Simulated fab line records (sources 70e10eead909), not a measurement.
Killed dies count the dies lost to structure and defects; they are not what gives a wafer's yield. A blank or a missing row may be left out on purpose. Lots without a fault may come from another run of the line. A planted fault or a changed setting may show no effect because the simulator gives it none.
Which tool did it? | flow nandHarc | Sampling: 24 lots, 72 wafers, 6 of 1159 route steps

WHAT THE GAUGES SHOWED, per wafer
NHARC_A_BLC_OVL_MEAS_11. Usual: overlayXNm -0.1 nm, standard deviation 1.2; overlayYNm 0.1 nm, standard deviation 0.83.
lot  | measured     | on         | overlayXNm (nm) | overlayYNm (nm) | flag
L074 | day 17 11:17 | overlay-01 | -1.3 -1.3 -1.6  | 0.8 0.5 0.3     | 
L077 | day 17 12:27 | overlay-02 | 0.4 0.2 0.4     | 1.3 0.6 1.2     | 
L075 | day 17 13:50 | overlay-01 | -1.6 -1.3 -1.9  | 1.1 0.7 0.4     | 
L076 | day 17 16:14 | overlay-02 | -1.1 -0.9 -1.1  | -0.5 -0.8 -0.2  | 
L078 | day 17 19:55 | overlay-02 | 1.0 0.3 0.9     | -1.0 -0.8 -0.6  | 
L079 | day 18 23:31 | overlay-02 | -1.8 -1.8 -1.7  | 1.4 0.6 1.0     | 
L084 | day 19 04:30 | overlay-02 | 0.1 0.6 1.0     | -0.6 -0.1 -0.2  | 
L080 | day 19 12:37 | overlay-01 | -0.6 -0.6 -0.3  | 0.8 0.6 0.4     | 
L082 | day 19 15:37 | overlay-02 | 0.2 0.1 -0.7    | 0.2 0.9 0.8     | 
L083 | day 19 16:34 | overlay-01 | 1.6 1.8 2.0     | -0.9 -1.0 -0.9  | 
L081 | day 19 17:40 | overlay-02 | -1.6 -1.0 -1.4  | 1.0 1.7 0.6     | 
L085 | day 20 01:58 | overlay-02 | 0.7 0.5 0.6     | -1.6 -0.8 -1.3  | 
L086 | day 20 02:07 | overlay-02 | -0.4 -0.2 -0.7  | 1.1 1.5 1.5     | 
L087 | day 20 07:44 | overlay-01 | 1.1 1.0 0.9     | 0.5 0.8 0.4     | 
L088 | day 20 14:37 | overlay-02 | 0.2 1.1 0.4     | -0.3 -0.3 0.5   | 
L089 | day 21 10:21 | overlay-01 | 3.0 2.0 2.6     | -0.7 -0.2 -0.7  | 
L091 | day 21 11:14 | overlay-01 | 0.7 0.1 0.4     | -0.4 -0.3 -0.5  | 
L090 | day 21 12:22 | overlay-02 | 0.8 0.5 0.6     | -0.1 -0.4 -0.6  | 
L092 | day 21 16:59 | overlay-02 | -0.6 -0.8 -0.2  | -0.5 0.3 -0.1   | 
L093 | day 21 22:06 | overlay-01 | -2.4 -2.3 -2.2  | -1.3 -1.6 -0.9  | 
L094 | day 21 23:23 | overlay-02 | -0.7 -0.6 -0.2  | 1.3 1.2 1.2     | 
L095 | day 23 01:46 | overlay-02 | 0.0 -0.3 -0.6   | 0.5 -0.3 0.4    | 
L097 | day 23 02:26 | overlay-02 | -0.1 0.1 -0.1   | -0.6 -0.4 -0.6  | 
L096 | day 23 03:24 | overlay-02 | 0.2 0.6 0.6     | 1.0 0.6 0.3     | 

NHARC_A_M1_OVL_MEAS_10: pitch 240 nm. Usual: overlayXNm 0.2 nm, standard deviation 1; overlayYNm 0.4 nm, standard deviation 0.77.
lot  | measured     | on         | overlayXNm (nm) | overlayYNm (nm) | flag
L074 | day 17 19:25 | overlay-01 | 0.2 -0.6 0.4    | 1.1 0.8 0.8     | 
L077 | day 17 20:53 | overlay-02 | 2.2 2.5 2.3     | 1.9 1.6 1.7     | 
L075 | day 17 22:02 | overlay-02 | -0.8 -1.3 -1.0  | 1.1 1.4 1.2     | 
L076 | day 18 01:04 | overlay-01 | -0.7 -0.9 -1.6  | 0.9 0.9 1.0     | 
L078 | day 18 06:27 | overlay-01 | -0.4 -1.0 -1.1  | 0.1 0.0 0.9     | 
L079 | day 19 09:38 | overlay-02 | 0.2 0.7 0.3     | 0.6 0.8 0.7     | 
L084 | day 19 14:48 | overlay-02 | -0.2 -0.1 0.0   | -0.3 0.2 0.1    | 
L080 | day 19 21:18 | overlay-02 | 0.4 0.0 -0.5    | 0.0 -0.1 0.2    | 
L082 | day 20 00:02 | overlay-01 | 0.7 0.7 0.9     | 0.1 0.3 0.3     | 
L083 | day 20 00:58 | overlay-01 | 2.6 2.5 2.3     | 0.0 -0.3 -0.1   | 
L081 | day 20 05:40 | overlay-01 | 1.4 1.3 1.1     | -1.1 -0.6 -1.1  | 
L085 | day 20 12:25 | overlay-01 | 1.2 1.5 1.1     | -0.4 0.1 -0.5   | 
L086 | day 20 12:47 | overlay-02 | -0.1 -0.3 -0.1  | 0.1 -0.2 0.2    | 
L087 | day 20 15:56 | overlay-01 | 0.5 0.9 0.5     | -0.3 -0.1 0.2   | 
L088 | day 20 23:02 | overlay-02 | -0.3 -0.6 -0.4  | 1.3 1.4 1.5     | 
L089 | day 21 22:47 | overlay-01 | 0.7 0.3 0.2     | 0.4 0.5 0.3     | 
L091 | day 21 23:43 | overlay-01 | -0.7 -1.0 -1.0  | 0.5 1.3 0.8     | 
L090 | day 21 23:45 | overlay-02 | 0.1 0.3 0.4     | 0.0 0.2 -0.1    | 
L092 | day 22 09:20 | overlay-02 | -1.4 -1.2 -1.9  | 1.1 1.4 1.4     | 
L093 | day 22 11:26 | overlay-01 | 0.5 0.8 0.5     | 0.3 0.4 0.4     | 
L094 | day 22 12:29 | overlay-01 | 0.4 1.0 0.7     | 1.8 2.1 1.3     | 
L095 | day 23 16:43 | overlay-02 | 0.8 0.5 0.5     | -0.2 0.2 -0.9   | 
L097 | day 23 16:29 | overlay-01 | -1.5 -0.8 -1.0  | -1.2 -1.3 -1.0  | 
L096 | day 23 20:25 | overlay-01 | -0.6 0.2 -0.3   | 0.6 0.9 0.3     | 

WHAT TOOL EACH LOT RAN ON (gives the tool, then ch and the chambers of the sampled wafers, and finally the start)
lot  | NHARC_A_CONTACT_ETCH_92           | NHARC_A_CONTACT_STRIP_26                     | NHARC_A_M0_PRE_CLEAN_29                | NHARC_A_M0_DEP_32
L074 | rieDiel-13 ch 0,1,2, day 17 03:49 | rieDiel-11 ch 2,3, day 17 11:17 or earlier   | pvdSputter-03, day 17 18:11 or earlier | pecvd-02 ch 0,2, day 17 18:11
L077 | rieDiel-11 ch 2,3, day 17 04:28   | rieDiel-11 ch 1,2,3, day 17 12:27 or earlier | pvdSputter-03, day 17 19:41 or earlier | pecvd-02 ch 0,1, day 17 19:41
L075 | rieDiel-11 ch 0,2,3, day 17 07:44 | rieDiel-11 ch 1,2,3, day 17 13:50 or earlier | pvdSputter-03, day 17 20:49 or earlier | pecvd-04 ch 0,2, day 17 20:49
L076 | rieDiel-11 ch 1,3, day 17 12:58   | rieDiel-11 ch 1,3, day 17 16:14 or earlier   | pvdSputter-03, day 17 23:51 or earlier | pecvd-02 ch 0,1,2, day 17 23:51
L078 | rieDiel-11 ch 1,2, day 17 16:40   | rieDiel-13 ch 1,3, day 17 19:55 or earlier   | pvdSputter-03, day 18 05:17 or earlier | pecvd-04 ch 0,1, day 18 05:17
L079 | rieDiel-12 ch 1,3, day 18 18:56   | rieDiel-11 ch 0,2,3, day 18 23:31 or earlier | pvdSputter-02, day 19 08:26 or earlier | pecvd-01 ch 1,2, day 19 08:26
L084 | rieDiel-11 ch 1,3, day 18 23:37   | rieDiel-12 ch 0,1,2, day 19 04:30 or earlier | pvdSputter-03, day 19 13:33 or earlier | pecvd-01 ch 1,2, day 19 13:33
L080 | rieDiel-12 ch 0,2,3, day 19 09:11 | rieDiel-13 ch 0,1,3, day 19 12:37 or earlier | pvdSputter-01, day 19 20:04 or earlier | pecvd-01 ch 0,1,2, day 19 20:04
L082 | rieDiel-12 ch 2,3, day 19 10:37   | rieDiel-13 ch 0,1, day 19 15:37 or earlier   | pvdSputter-01, day 19 22:47 or earlier | pecvd-01 ch 1,2, day 19 22:47
L083 | rieDiel-13 ch 0,1,3, day 19 12:34 | rieDiel-11 ch 0,1,2, day 19 16:34 or earlier | pvdSputter-01, day 19 23:40 or earlier | pecvd-04 ch 0,1, day 19 23:40
L081 | rieDiel-12 ch 0,1,3, day 19 13:53 | rieDiel-13 ch 0,1,3, day 19 17:40 or earlier | pvdSputter-01, day 20 04:23 or earlier | pecvd-04 ch 1,2, day 20 04:23
L085 | rieDiel-11 ch 0,1, day 19 22:14   | rieDiel-12 ch 0,1,2, day 20 01:58 or earlier | pvdSputter-02, day 20 11:05 or earlier | pecvd-04 ch 0,1, day 20 11:05
L086 | rieDiel-11 ch 1,2, day 19 22:31   | rieDiel-11 ch 0,2, day 20 02:07 or earlier   | pvdSputter-02, day 20 11:27 or earlier | pecvd-02 ch 0,2, day 20 11:27
L087 | rieDiel-12 ch 0,2,3, day 20 01:42 | rieDiel-11 ch 2,3, day 20 07:44 or earlier   | pvdSputter-01, day 20 14:48 or earlier | pecvd-01 ch 0,1,2, day 20 14:48
L088 | rieDiel-11 ch 0,1, day 20 11:16   | rieDiel-12 ch 0,1, day 20 14:37 or earlier   | pvdSputter-02, day 20 21:46 or earlier | pecvd-04 ch 0,2, day 20 21:46
L089 | rieDiel-11 ch 0,1,3, day 21 04:30 | rieDiel-11 ch 0,2,3, day 21 10:21 or earlier | pvdSputter-01, day 21 21:20 or earlier | pecvd-01 ch 0,1,2, day 21 21:20
L091 | rieDiel-13 ch 0,3, day 21 06:47   | rieDiel-12 ch 1,2,3, day 21 11:14 or earlier | pvdSputter-03, day 21 22:32 or earlier | pecvd-01 ch 0,1,2, day 21 22:32
L090 | rieDiel-12 ch 1,2, day 21 08:53   | rieDiel-11 ch 0,1,2, day 21 12:22 or earlier | pvdSputter-01, day 21 22:27 or earlier | pecvd-02 ch 0,2, day 21 22:27
L092 | rieDiel-11 ch 0,1,2, day 21 10:59 | rieDiel-11 ch 0,1, day 21 16:59 or earlier   | pvdSputter-02, day 22 08:05 or earlier | pecvd-04 ch 0,1, day 22 08:05
L093 | rieDiel-11 ch 0,1,2, day 21 14:35 | rieDiel-11 ch 1,2,3, day 21 22:06 or earlier | pvdSputter-01, day 22 10:06 or earlier | pecvd-04 ch 0,1, day 22 10:06
L094 | rieDiel-11 ch 2,3, day 21 16:10   | rieDiel-11 ch 1,2, day 21 23:23 or earlier   | pvdSputter-02, day 22 11:21 or earlier | pecvd-04 ch 0,1,2, day 22 11:21
L095 | rieDiel-13 ch 0,3, day 22 22:22   | rieDiel-12 ch 0,1, day 23 01:46 or earlier   | pvdSputter-01, day 23 15:22 or earlier | pecvd-04 ch 0,1, day 23 15:22
L097 | rieDiel-13 ch 0,2, day 22 22:35   | rieDiel-12 ch 0,3, day 23 02:26 or earlier   | pvdSputter-02, day 23 15:18 or earlier | pecvd-01 ch 0,1,2, day 23 15:18
L096 | rieDiel-12 ch 1,2,3, day 23 00:08 | rieDiel-13 ch 0,1,3, day 23 03:24 or earlier | pvdSputter-02, day 23 19:07 or earlier | pecvd-02 ch 0,1,2, day 23 19:07
- NHARC_A_CONTACT_ETCH_92: etches the open film in CH3F/O2, target depth 40 nm, time 85.7 s.
- NHARC_A_CONTACT_STRIP_26: strips in O2.
- NHARC_A_M0_PRE_CLEAN_29: time 30 s.
- NHARC_A_M0_DEP_32: deposits SiCN, target thk 30 nm.

WHAT THE TOOLS THEMSELVES READ (means of the sampled wafers that have a number; where no wafer has one, the mark that the record gives instead)
NHARC_A_CONTACT_ETCH_92. Usual: drypumpMotorCurrentA 5.9 A, standard deviation 0.6; mfcArSccm 200.0 sccm, standard deviation 0.68; oesProductAu 0.94 a.u., standard deviation 0.035; rfVppV 244.2 V, standard deviation 1.9; showerheadPlenumPTorr 2.44 Torr, standard deviation 0.12; throttleValvePct 20.663 %, standard deviation 0.0087.
lot  | tool       | drypumpMotorCurrentA (A) | mfcArSccm (sccm) | oesProductAu (a.u.) | rfVppV (V) | showerheadPlenumPTorr (Torr) | throttleValvePct (%) | flag
L074 | rieDiel-13 | 5.8                      | 199.7            | 0.93                | 244.1      | 2.48                         | 20.664               | 
L077 | rieDiel-11 | 5.3                      | 200.0            | 0.91                | 242.7      | 2.39                         | 20.661               | 
L075 | rieDiel-11 | 5.7                      | 200.2            | 0.92                | 243.7      | 2.46                         | 20.669               | 
L076 | rieDiel-11 | 6.4                      | 200.3            | 0.93                | 243.7      | 2.42                         | 20.663               | 
L078 | rieDiel-11 | 6.0                      | 199.9            | 0.91                | 244.6      | 2.44                         | 20.659               | 
L079 | rieDiel-12 | 6.0                      | 199.8            | 0.94                | 242.8      | 2.34                         | 20.659               | 
L084 | rieDiel-11 | 6.5                      | 199.4            | 0.93                | 245.0      | 2.45                         | 20.666               | 
L080 | rieDiel-12 | 5.8                      | 200.0            | 0.93                | 243.9      | 2.40                         | 20.659               | 
L082 | rieDiel-12 | 6.1                      | 200.0            | 0.93                | 242.3      | 2.29                         | 20.654               | 
L083 | rieDiel-13 | 5.7                      | 200.1            | 0.94                | 245.7      | 2.56                         | 20.663               | 
L081 | rieDiel-12 | 5.7                      | 200.5            | 1.01                | 243.7      | 2.43                         | 20.663               | 
L085 | rieDiel-11 | 6.2                      | 199.3            | 0.92                | 245.0      | 2.55                         | 20.667               | 
L086 | rieDiel-11 | 5.4                      | 199.8            | 0.91                | 244.1      | 2.41                         | 20.662               | 
L087 | rieDiel-12 | 5.8                      | 199.7            | 0.93                | 243.1      | 2.40                         | 20.661               | 
L088 | rieDiel-11 | 6.4                      | 199.7            | 0.99                | 244.6      | 2.51                         | 20.671               | 
L089 | rieDiel-11 | 6.3                      | 199.6            | 0.93                | 245.1      | 2.48                         | 20.668               | 
L091 | rieDiel-13 | 6.0                      | 200.7            | 0.94                | 246.8      | 2.55                         | 20.669               | 
L090 | rieDiel-12 | 6.1                      | 199.7            | 0.93                | 242.3      | 2.33                         | 20.661               | 
L092 | rieDiel-11 | 5.8                      | 200.1            | 0.90                | 243.7      | 2.47                         | 20.670               | 
L093 | rieDiel-11 | 5.8                      | 200.1            | 0.92                | 244.0      | 2.47                         | 20.659               | 
L094 | rieDiel-11 | 5.3                      | 199.6            | 0.99                | 243.8      | 2.38                         | 20.654               | 
L095 | rieDiel-13 | 5.8                      | 200.0            | 1.01                | 246.0      | 2.57                         | 20.662               | 
L097 | rieDiel-13 | 5.8                      | 199.9            | 1.02                | 246.6      | 2.61                         | 20.666               | 
L096 | rieDiel-12 | 6.1                      | 199.3            | 0.92                | 242.6      | 2.30                         | 20.669               | 

NHARC_A_CONTACT_STRIP_26. Usual: drypumpMotorCurrentA 5.9 A, standard deviation 0.61; mfcArSccm 0.005 sccm, standard deviation 0.0081; oesProductAu 0.998 a.u., standard deviation 0.017; rfVppV 57.7 V, standard deviation 0.96; showerheadPlenumPTorr 3.52 Torr, standard deviation 0.16; throttleValvePct 17.036 %, standard deviation 0.0089.
lot  | tool       | drypumpMotorCurrentA (A) | mfcArSccm (sccm) | oesProductAu (a.u.) | rfVppV (V) | showerheadPlenumPTorr (Torr) | throttleValvePct (%) | flag
L074 | rieDiel-11 | 5.3                      | 0.000            | 0.986               | 57.0       | 3.43                         | 17.032               | 
L077 | rieDiel-11 | 5.9                      | 0.000            | 0.992               | 57.8       | 3.47                         | 17.039               | 
L075 | rieDiel-11 | 5.9                      | 0.000            | 0.997               | 57.5       | 3.47                         | 17.030               | 
L076 | rieDiel-11 | 6.5                      | 0.001            | 1.000               | 57.4       | 3.52                         | 17.032               | 
L078 | rieDiel-13 | 6.0                      | 0.007            | 1.010               | 58.3       | 3.65                         | 17.036               | 
L079 | rieDiel-11 | 5.6                      | 0.005            | 0.989               | 58.3       | 3.53                         | 17.036               | 
L084 | rieDiel-12 | 5.8                      | 0.000            | 1.009               | 57.9       | 3.48                         | 17.030               | 
L080 | rieDiel-13 | 5.7                      | 0.008            | 1.018               | 58.6       | 3.67                         | 17.032               | 
L082 | rieDiel-13 | 5.4                      | 0.008            | 1.014               | 58.1       | 3.70                         | 17.039               | 
L083 | rieDiel-11 | 5.8                      | 0.006            | 0.984               | 58.3       | 3.56                         | 17.035               | 
L081 | rieDiel-13 | 5.7                      | 0.008            | 1.012               | 58.0       | 3.67                         | 17.037               | 
L085 | rieDiel-12 | 5.8                      | 0.000            | 1.006               | 57.4       | 3.48                         | 17.039               | 
L086 | rieDiel-11 | 5.2                      | 0.005            | 0.984               | 56.9       | 3.52                         | 17.041               | 
L087 | rieDiel-11 | 5.3                      | 0.000            | 0.990               | 57.8       | 3.43                         | 17.042               | 
L088 | rieDiel-12 | 5.5                      | 0.000            | 1.019               | 58.1       | 3.63                         | 17.029               | 
L089 | rieDiel-11 | 5.7                      | 0.005            | 0.984               | 57.7       | 3.52                         | 17.038               | 
L091 | rieDiel-12 | 6.1                      | 0.000            | 1.001               | 56.4       | 3.31                         | 17.031               | 
L090 | rieDiel-11 | 5.8                      | 0.006            | 0.982               | 57.9       | 3.55                         | 17.046               | 
L092 | rieDiel-11 | 6.4                      | 0.006            | 0.986               | 58.3       | 3.60                         | 17.050               | 
L093 | rieDiel-11 | 5.9                      | 0.000            | 0.992               | 57.9       | 3.46                         | 17.036               | 
L094 | rieDiel-11 | 6.0                      | 0.001            | 0.983               | 57.1       | 3.49                         | 17.037               | 
L095 | rieDiel-12 | 5.7                      | 0.000            | 1.000               | 58.2       | 3.50                         | 17.033               | 
L097 | rieDiel-12 | 5.5                      | 0.000            | 1.004               | 57.5       | 3.59                         | 17.041               | 
L096 | rieDiel-13 | 5.7                      | 0.008            | 1.009               | 57.2       | 3.65                         | 17.036               | 

NHARC_A_M0_PRE_CLEAN_29. Usual: heaterPowerW at 423 W, with a standard deviation of 47.
lot  | tool          | heaterPowerW (W) | flag
L074 | pvdSputter-03 | 388              | 
L077 | pvdSputter-03 | 423              | 
L075 | pvdSputter-03 | 433              | 
L076 | pvdSputter-03 | 358              | 
L078 | pvdSputter-03 | 379              | 
L079 | pvdSputter-02 | 478              | 
L084 | pvdSputter-03 | 440              | 
L080 | pvdSputter-01 | 417              | 
L082 | pvdSputter-01 | 418              | 
L083 | pvdSputter-01 | 420              | 
L081 | pvdSputter-01 | 421              | 
L085 | pvdSputter-02 | 394              | 
L086 | pvdSputter-02 | 514              | 
L087 | pvdSputter-01 | 429              | 
L088 | pvdSputter-02 | 425              | 
L089 | pvdSputter-01 | 414              | 
L091 | pvdSputter-03 | 420              | 
L090 | pvdSputter-01 | 416              | 
L092 | pvdSputter-02 | 425              | 
L093 | pvdSputter-01 | 409              | 
L094 | pvdSputter-02 | 474              | 
L095 | pvdSputter-01 | 413              | 
L097 | pvdSputter-02 | 423              | 
L096 | pvdSputter-02 | 422              | 

NHARC_A_M0_DEP_32. Usual: heaterPowerW at 567 W, with a standard deviation of 62.
lot  | tool     | heaterPowerW (W) | flag
L074 | pecvd-02 | 577              | 
L077 | pecvd-02 | 538              | 
L075 | pecvd-04 | 543              | 
L076 | pecvd-02 | 616              | 
L078 | pecvd-04 | 534              | 
L079 | pecvd-01 | 551              | 
L084 | pecvd-01 | 568              | 
L080 | pecvd-01 | 587              | 
L082 | pecvd-01 | 545              | 
L083 | pecvd-04 | 527              | 
L081 | pecvd-04 | 534              | 
L085 | pecvd-04 | 562              | 
L086 | pecvd-02 | 596              | 
L087 | pecvd-01 | 538              | 
L088 | pecvd-04 | 546              | 
L089 | pecvd-01 | 557              | 
L091 | pecvd-01 | 567              | 
L090 | pecvd-02 | 564              | 
L092 | pecvd-04 | 554              | 
L093 | pecvd-04 | 564              | 
L094 | pecvd-04 | 559              | 
L095 | pecvd-04 | 551              | 
L097 | pecvd-01 | 576              | 
L096 | pecvd-02 | 638              | 

THE ANSWER, worked out from the rows above alone
Rule: take the mean of a lot's wafers that have a number; if it is more than 3 standard deviations from the usual mean, the lot is off. A lot without any number at a reading at which 4 lots or more have one is off too. All remaining lots with rows at the step are treated as sound. The gauges are gone through in route order, then the tools' own readings, and for those a lot's mean is taken as printed above. At the first step where some lot is off, the reading lying furthest off is the one used; lots without a number count as furthest.
None of the lots is off at any reading shown; this tells nothing.

WHAT WAS PUT IN BY THE SIMULATOR
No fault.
